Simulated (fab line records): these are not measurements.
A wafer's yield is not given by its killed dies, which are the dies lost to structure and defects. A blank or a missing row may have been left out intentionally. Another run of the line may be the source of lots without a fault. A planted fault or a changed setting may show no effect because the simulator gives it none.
Chamber matching :: flow n5Finfet :: rieDiel-06 running N5_MOL_CONTACT_COAG_ETCH_110: 4 sister chambers
The step etches Si in CF4/O2, target depth 2.5 nm, time 8 s. 16 wafers are shown with their chamber, then 8 later ones without.

EACH WAFER AND ITS CHAMBER
wafer: L794.1
chamber: 0
showerheadPlenumPTorr (Torr): 2.17
drypumpMotorCurrentA (A): 5.9
oesProductAu (a.u.): 0.89

wafer: L794.4
chamber: 3
showerheadPlenumPTorr (Torr): 2.33
drypumpMotorCurrentA (A): 5.1
oesProductAu (a.u.): 0.74

wafer: L794.6
chamber: 3
showerheadPlenumPTorr (Torr): 2.33
drypumpMotorCurrentA (A): 5.1
oesProductAu (a.u.): 0.74

wafer: L795.2
chamber: 3
showerheadPlenumPTorr (Torr): 2.33
drypumpMotorCurrentA (A): 5.1
oesProductAu (a.u.): 0.74

wafer: L795.4
chamber: 0
showerheadPlenumPTorr (Torr): 2.17
drypumpMotorCurrentA (A): 5.9
oesProductAu (a.u.): 0.88

wafer: L795.5
chamber: 0
showerheadPlenumPTorr (Torr): 2.17
drypumpMotorCurrentA (A): 5.9
oesProductAu (a.u.): 0.89

wafer: L799.1
chamber: 1
showerheadPlenumPTorr (Torr): 2.28
drypumpMotorCurrentA (A): 5.6
oesProductAu (a.u.): 0.73

wafer: L799.4
chamber: 3
showerheadPlenumPTorr (Torr): 2.33
drypumpMotorCurrentA (A): 5.1
oesProductAu (a.u.): 0.73

wafer: L799.6
chamber: 0
showerheadPlenumPTorr (Torr): 2.17
drypumpMotorCurrentA (A): 5.9
oesProductAu (a.u.): 0.87

wafer: L800.2
chamber: 3
showerheadPlenumPTorr (Torr): 2.33
drypumpMotorCurrentA (A): 5.1
oesProductAu (a.u.): 0.73

wafer: L800.3
chamber: 0
showerheadPlenumPTorr (Torr): 2.17
drypumpMotorCurrentA (A): 5.9
oesProductAu (a.u.): 0.87

wafer: L800.4
chamber: 1
showerheadPlenumPTorr (Torr): 2.28
drypumpMotorCurrentA (A): 5.6
oesProductAu (a.u.): 0.73

wafer: L801.3
chamber: 2
showerheadPlenumPTorr (Torr): 2.25
drypumpMotorCurrentA (A): 5.5
oesProductAu (a.u.): 0.84

wafer: L801.4
chamber: 1
showerheadPlenumPTorr (Torr): 2.28
drypumpMotorCurrentA (A): 5.7
oesProductAu (a.u.): 0.71

wafer: L801.6
chamber: 3
showerheadPlenumPTorr (Torr): 2.32
drypumpMotorCurrentA (A): 5.1
oesProductAu (a.u.): 0.73

wafer: L804.1
chamber: 3
showerheadPlenumPTorr (Torr): 2.32
drypumpMotorCurrentA (A): 5.1
oesProductAu (a.u.): 0.72

SIGNATURES (averages over the wafers above)
reading: showerheadPlenumPTorr
chamber 0: 2.1700
chamber 1: 2.2800
chamber 2: 2.2500
chamber 3: 2.3271
scatter within a chamber: 0.00345

reading: drypumpMotorCurrentA
chamber 0: 5.900
chamber 1: 5.633
chamber 2: 5.500
chamber 3: 5.100
scatter within a chamber: 0.0236

reading: oesProductAu
chamber 0: 0.8800
chamber 1: 0.7233
chamber 2: 0.8400
chamber 3: 0.7329
scatter within a chamber: 0.00917
Rule: for a wafer and a chamber, the distance is found by dividing, reading by reading, the gap between the wafer's reading and the chamber's mean by the reading's scatter, squaring, summing and taking the root. The wafer belongs to the nearest chamber; if the next one is less than 2 further off, it can't be placed. The scatter is the square root of a quotient: the sum, over the shown wafers, of each reading's squared deviation from its chamber's mean, divided by wafers minus chambers.

WAFERS WITHOUT THEIR CHAMBER
wafer: L804.3
showerheadPlenumPTorr (Torr): 2.17
drypumpMotorCurrentA (A): 5.9
oesProductAu (a.u.): 0.86

wafer: L804.5
showerheadPlenumPTorr (Torr): 2.27
drypumpMotorCurrentA (A): 5.7
oesProductAu (a.u.): 0.72

wafer: L796.2
showerheadPlenumPTorr (Torr): 2.32
drypumpMotorCurrentA (A): 5.1
oesProductAu (a.u.): 0.71

wafer: L796.3
showerheadPlenumPTorr (Torr): 2.16
drypumpMotorCurrentA (A): 5.9
oesProductAu (a.u.): 0.83

wafer: L796.5
showerheadPlenumPTorr (Torr): 2.31
drypumpMotorCurrentA (A): 5.1
oesProductAu (a.u.): 0.71

wafer: L816.1
showerheadPlenumPTorr (Torr): 2.16
drypumpMotorCurrentA (A): 5.9
oesProductAu (a.u.): 0.82

wafer: L816.3
showerheadPlenumPTorr (Torr): 2.31
drypumpMotorCurrentA (A): 5.1
oesProductAu (a.u.): 0.70

wafer: L816.4
showerheadPlenumPTorr (Torr): 2.27
drypumpMotorCurrentA (A): 5.6
oesProductAu (a.u.): 0.70

EACH ONE'S CHAMBER
wafer: L804.3
from the rows above: 0
in truth: 0

wafer: L804.5
from the rows above: 1
in truth: 1

wafer: L796.2
from the rows above: 3
in truth: 3

wafer: L796.3
from the rows above: 0
in truth: 0

wafer: L796.5
from the rows above: 3
in truth: 3

wafer: L816.1
from the rows above: 0
in truth: 0

wafer: L816.3
from the rows above: 3
in truth: 3

wafer: L816.4
from the rows above: 1
in truth: 1
Placed correctly: 8 of 8. Left unplaced by these rows: 0. Number placed wrongly: 0.
